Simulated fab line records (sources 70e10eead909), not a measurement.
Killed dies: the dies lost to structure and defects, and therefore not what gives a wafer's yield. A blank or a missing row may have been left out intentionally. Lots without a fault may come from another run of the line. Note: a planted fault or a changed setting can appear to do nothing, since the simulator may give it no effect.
Matching of chambers ; flow nandHarc ; cmp-01 running NHARC_A_WL_FILL_CMP_12: 4 sister chambers
The step polishes, t overpolish 30 s, target thk 75 nm. 16 wafers are shown with their chamber, then 8 later ones without.

## EACH WAFER AND ITS CHAMBER
wafer;chamber;motorCurrentA (A);timeToEndpointS (s);retainingRingPressureFrac
L077.1;0;11.8;16.0;1.002
L077.3;2;10.1;13.8;1.004
L077.4;3;12.7;16.2;1.002
L079.2;0;12.3;17.6;1.000
L079.5;0;11.7;20.4;1.008
L079.6;3;13.1;17.1;0.995
L083.1;1;11.0;15.6;1.000
L083.2;0;12.1;17.7;1.002
L083.6;1;12.6;14.4;0.997
L084.2;3;12.1;16.1;1.000
L084.4;1;11.5;15.1;0.995
L084.5;0;11.6;17.2;1.003
L088.1;2;10.2;15.6;1.003
L088.4;1;12.3;13.4;1.007
L088.6;2;10.4;15.4;0.992
L091.2;1;12.2;14.9;0.993

SIGNATURES (means of the wafers above)
reading;chamber 0;chamber 1;chamber 2;chamber 3;scatter within a chamber
motorCurrentA;11.900;11.920;10.233;12.633;0.466
timeToEndpointS;17.780;14.680;14.933;16.467;1.15
retainingRingPressureFrac;1.00300;0.99840;0.99967;0.99900;0.00474
Rule: a wafer's distance from a chamber is the root of the sum, over the readings, of the square of ((its reading less the chamber's mean) divided by the reading's scatter). If the next closest chamber is less than 2 further off than the closest, the wafer can't be placed; otherwise it belongs to the closest. The scatter: the root of (the sum of the squares of (reading less its chamber's mean) over the shown wafers, divided by (wafers less chambers)).

## WAFERS WITHOUT THEIR CHAMBER
wafer;motorCurrentA (A);timeToEndpointS (s);retainingRingPressureFrac
L091.3;12.2;13.5;0.996
L091.5;12.1;17.1;1.006
L094.1;13.0;15.3;0.997
L094.4;9.7;13.5;0.998
L094.5;12.0;14.5;1.001
L096.2;12.2;16.1;1.000
L096.3;12.3;17.9;0.997
L096.4;12.6;15.6;1.006

## CHAMBER TAKEN BY EACH
wafer;from the rows above;in truth
L091.3;can't be placed: 1 or 3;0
L091.5;can't be placed: 0 or 3 or 1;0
L094.1;can't be placed: 3 or 1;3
L094.4;2;2
L094.5;can't be placed: 1 or 3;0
L096.2;can't be placed: 3 or 1 or 0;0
L096.3;can't be placed: 3 or 0 or 1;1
L096.4;can't be placed: 3 or 1 or 0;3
Placed correctly: 1 of 8. Unplaceable from these rows: 7, with the true chamber sitting among the candidates in 5. 0 placed wrongly.
